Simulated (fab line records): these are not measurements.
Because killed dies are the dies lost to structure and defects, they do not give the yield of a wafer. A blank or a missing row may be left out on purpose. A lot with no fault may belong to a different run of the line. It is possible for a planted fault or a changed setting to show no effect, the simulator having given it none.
A struck lot beside a sound one    flow n5-finfet    15 out of 1938 route steps
Sound: these wafers, L181.3, L181.4, L181.5. Struck: wafer L174.1; the same lot's L174.5 was not struck, so it is left out; see the end for the cause.
At each step with rows: each side's tool, then ch and its chambers, then its first start. Under that, the readings that differ: sound wafers    struck wafers    difference of the means    sigmas: that difference in standard deviations of wafers without a fault.
alike: readings with means less than 2 such deviations apart, plus words and numbers identical on both sides. not compared: withheld readings, readings lacking a value on some wafer, bounds such as >300 that could conceal the same value, and numbers that have no deviation in the record and whose values overlap.
A row with sigmas, a row that says differs or no value, or rows on one side alone: a step with any of these is where the two part. When numbers do not overlap yet have no deviation, they are printed without sigmas and do not part them. A reading that every wafer of one side lacks parts them only if that side has two wafers or more.

first, 7 steps without rows for these wafers: N5_HKMG_FIN_COAT_30 (time 60 s, resist thk 35 nm); N5_HKMG_FIN_COAT_06 (resist thk 90 nm); N5_HKMG_FIN_EBR_08; N5_HKMG_FIN_SOFTBAKE_07 (time 60 s); N5_HKMG_FIN_EXPOSE_09 (exposes mask NWFM); N5_HKMG_FIN_PEB_10 (peb time 60 s); N5_HKMG_FIN_DEVELOP_11 (develop time 30 s).
N5_HKMG_FIN_CD_MEAS_12: the cd target is 92.8 nm.
  sound on cd-sem-02 ch 0, day 9 09:19; struck on cd-sem-02 ch 0, day 7 11:14
  alike: cd-nm
N5_HKMG_FIN_OVL_MEAS_13:
  sound on overlay-01 ch 0, day 9 09:20; struck on overlay-02 ch 0, day 7 11:16
  alike: NWFM_OVL
N5_HKMG_FIN_INSPECT_14: inspects for defects (macro).
  sound on defect-inspect-02 at day 9 09:22; struck on defect-inspect-02 at day 7 11:17
reading           sound  struck  difference  sigmas
raw-defect-count  4 1 3  7       +4          +3
N5_HKMG_FIN_DESCUM_17: chemistry O2, time 7.9 s.
  sound on rie-diel-06 ch 1,2, day 9 09:24; struck on rie-diel-04 ch 2, day 7 11:19
  alike: drypump-motor-current-A, oes-product-au, rf-vpp-V, showerhead-plenum-p-Torr, throttle-valve-pct
  not compared: rf-hours-counter-h
N5_HKMG_FIN_ETCH_31: etches SiARC in CF4, target depth 45.5 nm, time 75.8 s.
  sound on rie-diel-06 ch 1,2, day 9 09:26; struck on rie-diel-04 ch 2, day 7 11:21
reading                sound           struck  difference  sigmas
etch-rf-on-time-s (s)  76.2 75.2 76.6  72.4    -3.6        -3
  alike: drypump-motor-current-A, oes-product-au, rf-vpp-V, showerhead-plenum-p-Torr, throttle-valve-pct
  not compared: rf-hours-counter-h
N5_HKMG_FIN_ETCH_32: etches SOC in N2/H2, target depth 240 nm, time 300 s.
  sound on rie-diel-06 ch 1,2, day 9 09:29; struck on rie-diel-04 ch 2, day 7 11:25
reading                                      sound              struck  difference  sigmas
model.HKMG_FIN.feature-depth-nm (nm)         238.4 239.6 238    184.6   -54.1       
model.etch.depth-nm (nm)                     238.5 239.7 237.9  184.6   -54.1       
model.SiARC_of_HKMG_FIN_COAT_30.thk-nm (nm)  21.2 21 21.2       24.2    +3.1        
  alike: drypump-motor-current-A, oes-product-au, rf-vpp-V, showerhead-plenum-p-Torr, throttle-valve-pct
  not compared: rf-hours-counter-h
then, 2 steps without rows for these wafers: N5_HKMG_FIN_STRIP_33 (strips in N2/H2); N5_PASSIVATION_PROBE_49.

## WHERE THEY PART
At N5_HKMG_FIN_INSPECT_14 first; at N5_HKMG_FIN_ETCH_31 last (within this record only). Later steps at which nothing parts them and some readings are alike: N5_HKMG_FIN_ETCH_32.

WHY: what the simulator had put in
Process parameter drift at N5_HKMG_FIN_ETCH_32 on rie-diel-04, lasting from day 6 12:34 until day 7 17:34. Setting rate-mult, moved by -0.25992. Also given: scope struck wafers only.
